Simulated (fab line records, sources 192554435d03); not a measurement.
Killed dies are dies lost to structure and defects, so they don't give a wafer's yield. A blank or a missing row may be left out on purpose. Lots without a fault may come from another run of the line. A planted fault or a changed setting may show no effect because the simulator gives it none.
Which tool did it? | flow n5_finfet | 24 lots, 72 wafers sampled, at 1 step of a route of 1938

WHAT THE GAUGES READ, wafer by wafer
N5_BEOL_M2_CD_MEAS_18: pitch 36 nm, target cd 18 nm. Usual: cd_nm 18.05 nm, standard deviation 0.28.
lot  | measured     | on        | cd_nm (nm)        | flag
L074 | day 6 17:22  | cd_sem-03 | 18.18 17.94 17.73 |
L075 | day 6 20:39  | cd_sem-02 | 18.27 18.31 18.22 |
L076 | day 7 05:46  | cd_sem-02 | 18.02 18.02 17.94 |
L077 | day 7 09:27  | cd_sem-03 | 18.37 18.22 18.26 |
L078 | day 7 16:10  | cd_sem-03 | 17.88 18.50 18.27 |
L079 | day 7 18:17  | cd_sem-01 | 18.35 17.78 17.96 |
L080 | day 8 00:54  | cd_sem-02 | 18.24 18.42 18.21 |
L082 | day 8 06:08  | cd_sem-03 | 17.81 17.79 17.94 |
L081 | day 8 13:06  | cd_sem-01 | 17.71 17.89 18.29 |
L083 | day 8 14:29  | cd_sem-02 | 17.50 18.07 18.36 |
L084 | day 9 01:06  | cd_sem-02 | 18.22 17.89 17.91 |
L085 | day 11 15:53 | cd_sem-01 | 18.22 18.07 18.74 |
L088 | day 11 16:10 | cd_sem-03 | 18.04 17.88 18.31 |
L095 | day 11 17:01 | cd_sem-01 | 18.05 17.88 18.01 |
L094 | day 11 20:01 | cd_sem-02 | 17.45 18.25 17.70 |
L089 | day 11 20:22 | cd_sem-02 | 18.21 18.00 18.65 |
L090 | day 11 20:38 | cd_sem-03 | 17.75 18.07 17.81 |
L091 | day 12 00:01 | cd_sem-03 | 17.69 17.42 17.91 |
L092 | day 12 00:03 | cd_sem-02 | 18.12 18.36 18.43 |
L087 | day 12 00:09 | cd_sem-03 | 17.62 17.72 17.95 |
L093 | day 12 03:15 | cd_sem-02 | 18.41 18.24 18.00 |
L086 | day 12 04:29 | cd_sem-01 | 18.02 18.00 17.78 |
L096 | day 12 04:41 | cd_sem-02 | 18.63 17.76 17.67 |
L097 | day 12 23:44 | cd_sem-02 | 18.15 18.14 17.89 |

WHICH TOOL RAN EACH LOT (tool, then ch and the chambers of the sampled wafers, then the start)
The record holds no process step before these readings.

WHAT THE TOOLS THEMSELVES READ (means of the sampled wafers that have a number; where no wafer has one, the mark that the record gives instead)
The record holds no such reading with a usual standard deviation.

THE ANSWER, worked out from the rows above alone
Rule: a lot is off if the mean of its wafers that have a number lies more than 3 standard deviations from the usual mean. A lot without any number at a reading at which 4 lots or more have one is off too. The other lots that the step has rows for count as sound. The gauges are gone through in route order, then the tools' own readings, and for those a lot's mean is taken as printed above. The first step at which some lot is off is used, and at that step the reading that is off furthest; a lot without a number counts as furthest.
No lot is off at any reading shown: from this, nothing can be told.

WHAT THE SIMULATOR HAD PUT IN
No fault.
